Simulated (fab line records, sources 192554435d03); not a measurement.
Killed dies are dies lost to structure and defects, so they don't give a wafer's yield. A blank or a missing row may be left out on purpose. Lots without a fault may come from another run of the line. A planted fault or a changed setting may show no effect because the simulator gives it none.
Chamber matching | flow n5_finfet | N5_BEOL_M5_STRIP_36 on rie_diel-04: 4 sister chambers
The step strips in N2/H2. 4 wafers are shown with their chamber, then 8 later ones without.

WAFERS WITH THEIR CHAMBER
wafer  | chamber | showerhead_plenum_p_Torr (Torr)
L081.6 | 2       | 2.69
L090.5 | 3       | 2.68
L089.1 | 0       | 2.50
L093.1 | 1       | 2.68

WAFERS WITHOUT THEIR CHAMBER
wafer  | showerhead_plenum_p_Torr (Torr)
L093.2 | 2.68
L093.5 | 2.50
L094.1 | 2.68
L094.2 | 2.68
L094.4 | 2.69
L095.1 | 2.50
L095.3 | 2.67
L095.6 | 2.50

WHICH CHAMBER EACH WENT THROUGH
wafer  | from the rows above     | in truth
L093.2 | can't be placed: 1 or 3 | 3
L093.5 | 0                       | 0
L094.1 | can't be placed: 1 or 3 | 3
L094.2 | can't be placed: 1 or 3 | 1
L094.4 | 2                       | 2
L095.1 | 0                       | 0
L095.3 | can't be placed: 1 or 3 | 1
L095.6 | 0                       | 0
Placed correctly: 4 of 8. Can't be placed from these rows: 4 (the true chamber is among the candidates in 4). Placed wrongly: 0.
How it was worked out, from the rows above alone: a wafer's distance from a chamber is the root of the sum, over the readings, of the square of ((its reading less the chamber's mean) divided by the reading's scatter). The wafer belongs to the nearest chamber; if the next one is less than 2 further off, it can't be placed. A chamber's mean is the mean of its shown wafers. The scatter: with one shown wafer a chamber, the root of the mean of the squares of how far each hidden wafer lies from its nearest shown one.
